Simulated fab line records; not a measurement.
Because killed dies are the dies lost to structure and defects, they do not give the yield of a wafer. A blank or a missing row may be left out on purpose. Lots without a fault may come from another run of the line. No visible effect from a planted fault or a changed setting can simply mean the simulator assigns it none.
8D (eight disciplines) problem report, filled in by code / flow n5_finfet / the parts of the form that need people (team, actions taken, sign-off) are left out

1. THE PROBLEM
Wafers without a fault read 237 s, standard deviation 5.3; etch_rf_on_time_s at N5_PASSIVATION_VIA_ETCH_13 reads a mean of 282 s on 3 wafers belonging to 2 lots. That is +8.4 standard deviations from the usual mean.
The step: etches SiO2 in CHF3/O2, target depth 660 nm, time 330 s.
Earliest sighting: wafer L429.5 on rie_diel-01 at day 17 01:20. The record has a number at this step for 17 wafers belonging to 6 lots. Rule for "out", or "out of limits": more than 4 standard deviations from the usual mean. Any other wafer with a number is counted as sound.

2. WHAT THIS IS AND IS NOT
question=which readings at this step | is=etch_rf_on_time_s | is not=drypump_motor_current_A, oes_product_au, rf_vpp_V, showerhead_plenum_p_Torr, throttle_valve_pct
question=which lots | is=L428, L429 | is not=L415, L435, L437, L438
question=which wafers of those lots | is=L428.2, L429.5, L429.6 | is not=L428.1, L428.3, L429.3
question=read on which tools | is=rie_diel-01, rie_diel-06 | is not=rie_diel-05
question=when | is=from day 17 01:20 | is not=up to then (4 sound wafers); but 10 sound wafers of L428, L435, L437, L438 came after

3. WHAT RULES OUT EACH SUSPECT
Counting: a tool at a process step up to the reading stays a suspect if it ran every lot that is out. Sound lots after the first of them don't rule it out here, since some wafers of a struck lot are sound.
- pecvd-03 at N5_PASSIVATION_PECVD_55 (deposits SiO2 from SiH4/N2O, target thk 400 nm, time 22.5 s): kept. It ran every lot that is out, first L429 (day 16 23:33).
Remaining after the count: pecvd-03 at N5_PASSIVATION_PECVD_55.

4. THE CAUSE (what the simulator had put in)
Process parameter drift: pecvd-03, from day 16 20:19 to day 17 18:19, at N5_PASSIVATION_PECVD_55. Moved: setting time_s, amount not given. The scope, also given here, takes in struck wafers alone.
Counting left only this tool.

5. THE CHAIN OF EFFECTS, in route order
Rows list readings where the struck wafers' mean (over those with a number) sits beyond 3 standard deviations from the usual. Scope: only readings with a usual standard deviation given in the record; hours: median across lots of the time from each lot's start at the first step in this table that gives one to its start at this step; sigmas: change in usual standard deviations.
hours=0; step=N5_PASSIVATION_VIA_ETCH_13; reading=etch_rf_on_time_s; usual=237 s; on struck wafers=282; change=+45; sigmas=+8.4
Here are the process steps it includes:
- N5_PASSIVATION_VIA_ETCH_13: etches SiO2 in CHF3/O2, target depth 660 nm, time 330 s.

6. WHAT WOULD HAVE CAUGHT IT SOONER
5 hours passed between the start of the fault at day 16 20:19 and the first reading out of limits in this record, taken at day 17 01:20.
Of the tool readings at N5_PASSIVATION_PECVD_55 for which the record gives a usual standard deviation, none was out on any struck wafer, so an alarm limit of 4 standard deviations on them would not have fired.
Lots out: 2; of these, L428 started N5_PASSIVATION_PECVD_55 on pecvd-03 after day 17 01:20. Holding the tool at that time would have saved it.
